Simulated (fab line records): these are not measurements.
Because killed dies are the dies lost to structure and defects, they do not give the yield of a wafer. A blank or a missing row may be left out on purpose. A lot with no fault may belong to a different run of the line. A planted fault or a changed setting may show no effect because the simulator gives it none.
Chamber matching + flow nand harc + NHARC_A_M0_CMP_23 on cmp-04: 4 sister chambers
The step polishes, t overpolish 20 s, target thk 113.75 nm. 8 wafers are shown with their chamber, then 7 later ones without.

EACH WAFER AND ITS CHAMBER
| wafer  | chamber | motor current A (A) | time to endpoint s (s) |
|--------|---------|---------------------|------------------------|
| L623.3 | 3       | 10.9                | 31.4                   |
| L627.1 | 1       | 11.2                | 28.2                   |
| L627.3 | 3       | 11.2                | 30.7                   |
| L633.1 | 0       | 12.8                | 28.0                   |
| L633.4 | 2       | 10.4                | 27.5                   |
| L633.6 | 2       | 10.9                | 40.3                   |
| L642.1 | 0       | 13.0                | 28.5                   |
| L642.3 | 1       | 11.9                | 30.5                   |

WAFERS MISSING THEIR CHAMBER
| wafer  | motor current A (A) | time to endpoint s (s) |
|--------|---------------------|------------------------|
| L642.5 | 10.9                | 31.1                   |
| L641.1 | 10.8                | 25.9                   |
| L641.4 | 10.9                | 32.6                   |
| L641.6 | 11.4                | 32.5                   |
| L644.1 | 11.2                | 27.5                   |
| L644.4 | 10.8                | 23.3                   |
| L644.6 | 12.3                | 28.5                   |

CHAMBER TAKEN BY EACH
| wafer  | from the rows above          | in truth |
|--------|------------------------------|----------|
| L642.5 | can't be placed: 3 or 2 or 1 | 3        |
| L641.1 | can't be placed: 3 or 2 or 1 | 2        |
| L641.4 | can't be placed: 3 or 2 or 1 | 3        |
| L641.6 | can't be placed: 1 or 3 or 2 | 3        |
| L644.1 | can't be placed: 3 or 1 or 2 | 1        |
| L644.4 | can't be placed: 3 or 2 or 1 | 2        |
| L644.6 | can't be placed: 0 or 1      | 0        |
Correct placement for 0 of the 7. Not placeable from these rows: 7 (in 7, the candidates include the true chamber). 0 placed wrongly.
How it was worked out, from the rows above alone: a wafer's distance from a chamber is the root of the sum, over the readings, of the square of ((its reading less the chamber's mean) divided by the reading's scatter). If the next closest chamber is less than 2 further off than the closest, the wafer can't be placed; otherwise it belongs to the closest. For every chamber, the mean is computed from those of its wafers that are shown. How the scatter is found: for the shown wafers, subtract from each reading the mean of its chamber, square and add these, divide the total by (wafers less chambers), then take the root.
